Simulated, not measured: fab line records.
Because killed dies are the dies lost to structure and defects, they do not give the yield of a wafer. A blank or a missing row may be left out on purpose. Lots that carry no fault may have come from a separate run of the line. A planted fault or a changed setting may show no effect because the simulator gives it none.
Which tool is to blame? ; flow nand-harc ; 14 lots, 42 wafers sampled, at 5 steps of a route of 1159

== WHAT EACH GAUGE READ, for each wafer ==
NHARC_A_BONDPAD_THK_MEAS_30: measures by ellipsometry. Usual: thk-nm 199.1 nm, standard deviation 1.7.
lot;measured;on;thk-nm (nm);flag
L838;day 18 01:20;film-metro-02;197.9 201.1 197.4;
L840;day 18 08:34;film-metro-02;200.7 201.7 196.4;
L839;day 18 09:02;film-metro-01;204.5 200.0 201.9;
L842;day 19 20:08;film-metro-01;199.6 202.0 197.9;
L845;day 19 20:31;film-metro-02;200.0 201.2 196.9;
L847;day 20 04:31;film-metro-02;199.1 198.8 198.7;
L846;day 20 08:11;film-metro-01;200.7 197.2 198.7;
L850;day 20 21:23;film-metro-01;196.7 196.4 201.0;
L848;day 20 21:08;film-metro-01;197.3 198.3 200.7;
L849;day 20 23:20;film-metro-01;197.9 197.4 198.9;
L851;day 21 00:47;film-metro-02;199.6 199.6 201.8;
L854;day 22 10:01;film-metro-02;199.6 201.2 201.4;
L853;day 21 20:47;film-metro-01;198.5 198.3 196.9;
L852;day 21 21:55;film-metro-01;198.7 199.3 198.2;

NHARC_THIN_TSV_CD_MEAS_33: target cd 5000 nm. Usual: cd-nm 5000.1 nm, standard deviation 2.5.
lot;measured;on;cd-nm (nm);flag
L838;day 19 06:49;cd-sem-03;4995.5 4999.8 4999.8;
L840;day 19 10:24;cd-sem-02;4996.8 4994.2 4997.3;
L839;day 19 07:40;cd-sem-03;5001.5 5000.6 5003.6;
L842;day 20 19:59;cd-sem-02;5003.2 5003.7 5001.1;
L845;day 20 18:35;cd-sem-01;5000.8 4998.2 5000.9;
L847;day 21 03:00;cd-sem-01;5000.0 5001.4 4999.5;
L846;day 21 03:52;cd-sem-02;4998.3 4998.8 4996.8;
L850;day 21 18:44;cd-sem-01;5001.9 4998.3 4999.2;
L848;day 21 20:17;cd-sem-01;5001.5 4999.9 4998.9;
L849;day 21 21:17;cd-sem-01;5002.2 5000.9 4997.3;
L851;day 21 23:50;cd-sem-01;4995.0 4998.8 4998.9;
L854;day 23 05:28;cd-sem-02;4999.8 5001.0 4999.6;
L853;day 22 18:18;cd-sem-02;5003.9 5002.5 5000.8;
L852;day 22 19:48;cd-sem-02;4998.8 4998.1 4995.7;

NHARC_END_SORT_01. Usual: killed-at-array 27, standard deviation 9.9; killed-at-other 0.5, standard deviation 0.76; killed-at-periphery 3.4, standard deviation 2.2; killed-dies 31, standard deviation 10; killed-open 3.3, standard deviation 2; killed-short 2.0, standard deviation 1.5.
lot;measured;on;killed-at-array;killed-at-other;killed-at-periphery;killed-dies;killed-open;killed-short;flag
L854;day 23 14:16;prober-01;114 25 113;0 0 0;2 0 1;116 25 114;3 1 3;2 1 0;OFF
L852;day 23 04:05;prober-02;120 40 44;3 1 1;3 3 2;126 44 47;1 5 9;3 6 3;OFF

== EACH LOT AND THE TOOL THAT RAN IT (in order: tool; ch and the chambers of the sampled wafers; start) ==
lot;NHARC_A_SGD_CUT_DEP_20;NHARC_A_BONDPAD_DEGAS_25
L838;fcvd-01 ch 0,1, day 14 01:03;pvd-sputter-01, day 18 03:04
L840;fcvd-02 ch 0,1, day 14 06:18;pvd-sputter-01, day 18 10:21
L839;fcvd-01 ch 0,1, day 14 06:35;pvd-sputter-02, day 18 10:45
L842;fcvd-01 ch 0,1, day 15 08:10;pvd-sputter-01, day 19 21:52
L845;fcvd-02 ch 0,1, day 15 23:34;pvd-sputter-02, day 19 22:15
L847;fcvd-01 ch 0,1, day 16 05:36;pvd-sputter-01, day 20 06:10
L846;fcvd-02 ch 0,1, day 16 06:00;pvd-sputter-01, day 20 09:46
L850;fcvd-01 ch 0,1, day 16 20:34;pvd-sputter-01, day 20 23:02
L848;fcvd-01 ch 0,1, day 16 20:53;pvd-sputter-03, day 20 22:52
L849;fcvd-01 ch 0, day 16 22:37;pvd-sputter-02, day 21 01:00
L851;fcvd-02 ch 0,1, day 17 06:56;pvd-sputter-01, day 21 02:31
L854;fcvd-01 ch 0,1, day 17 17:51;pvd-sputter-02, day 22 11:44
L853;fcvd-02 ch 0,1, day 17 18:14;pvd-sputter-01, day 21 22:23
L852;fcvd-01 ch 0,1, day 17 18:52;pvd-sputter-02, day 21 23:31
- NHARC_A_SGD_CUT_DEP_20: deposits SiO2, target thk 150 nm.
- NHARC_A_BONDPAD_DEGAS_25: time 60 s.

== WHAT THE TOOLS THEMSELVES READ (means of the sampled wafers that have a number; where no wafer has one, the mark that the record gives instead) ==
NHARC_A_BONDPAD_DEGAS_25. Usual: heater-power-w 478 W, standard deviation 34.
lot;tool;heater-power-w (W);flag
L838;pvd-sputter-01;502;
L840;pvd-sputter-01;504;
L839;pvd-sputter-02;435;
L842;pvd-sputter-01;501;
L845;pvd-sputter-02;501;
L847;pvd-sputter-01;505;
L846;pvd-sputter-01;495;
L850;pvd-sputter-01;488;
L848;pvd-sputter-03;464;
L849;pvd-sputter-02;486;
L851;pvd-sputter-01;491;
L854;pvd-sputter-02;488;
L853;pvd-sputter-01;498;
L852;pvd-sputter-02;501;

== THE ANSWER, worked out from the rows above alone ==
Rule: a lot counts as off when the mean over its wafers that have a number is more than 3 standard deviations away from the usual mean. A lot without any number at a reading at which 4 lots or more have one is off too. All remaining lots with rows at the step are treated as sound. The gauges are gone through in route order, then the tools' own readings, and for those a lot's mean is taken as printed above. At the first step where some lot is off, the reading lying furthest off is the one used; lots without a number count as furthest.
Off at NHARC_END_SORT_01 (killed-at-array): L854, L852. Neither off nor sound, because the step has no rows for them: L838, L840, L839, L842, L845, L847, L846, L850, L848, L849, L851, L853.
A tool fits if, at a process step before that reading, it ran every lot that is off, and no sound lot after the first of them. The gauges at NHARC_END_SORT_01 are tried like those tools. Can't be told from this: 2 tools fit, fcvd-01 at NHARC_A_SGD_CUT_DEP_20, pvd-sputter-02 at NHARC_A_BONDPAD_DEGAS_25.

== WHAT THE SIMULATOR PUT IN ==
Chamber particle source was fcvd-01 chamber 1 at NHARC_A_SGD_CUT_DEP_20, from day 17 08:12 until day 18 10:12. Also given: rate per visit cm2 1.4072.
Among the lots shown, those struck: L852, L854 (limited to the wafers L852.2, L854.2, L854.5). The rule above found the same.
